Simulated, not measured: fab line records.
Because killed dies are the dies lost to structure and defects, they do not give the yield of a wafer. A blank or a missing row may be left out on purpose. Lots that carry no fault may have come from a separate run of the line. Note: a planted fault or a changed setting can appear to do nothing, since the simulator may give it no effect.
Matching of chambers -- flow n5_finfet -- 4 sister chambers for N5_BEOL_M9_ALD_74 on ald_metal-03
The step deposits TaN, target thk 2 nm, pulse time 2 s, purge time 3 s. 7 wafers are shown with their chamber, then 8 later ones without.

== WAFERS WITH THEIR CHAMBER ==
wafer,chamber,heater_power_w (W),precursor_vessel_temp_c (C)
L075.1,1,508,75.01
L077.6,3,381,74.91
L091.5,0,340,75.01
L093.2,2,453,75.17
L093.4,0,336,75.11
L093.6,2,447,74.99
L092.1,3,381,75.04

== WAFERS WITHOUT THEIR CHAMBER ==
wafer,heater_power_w (W),precursor_vessel_temp_c (C)
L092.3,442,75.12
L092.4,499,75.02
L096.1,374,74.92
L096.4,347,75.02
L096.6,379,75.12
L097.2,351,74.97
L097.5,367,74.92
L097.6,436,75.03

== THE CHAMBER EACH PASSED THROUGH ==
wafer,from the rows above,in truth
L092.3,2,2
L092.4,1,1
L096.1,3,3
L096.4,0,0
L096.6,3,3
L097.2,0,0
L097.5,3,3
L097.6,2,2
Placed correctly: 8 of 8. Not placeable from these rows: 0. Wrongly placed: 0.
How it was worked out, from the rows above alone: a wafer's distance from a chamber is the root of the sum, over the readings, of the square of ((its reading less the chamber's mean) divided by the reading's scatter). If the next closest chamber is less than 2 further off than the closest, the wafer can't be placed; otherwise it belongs to the closest. The mean given for a chamber averages the wafers shown for that chamber. The scatter: take each reading less its chamber's mean, square it, sum over the shown wafers, divide by the number of wafers less the number of chambers, and take the root.
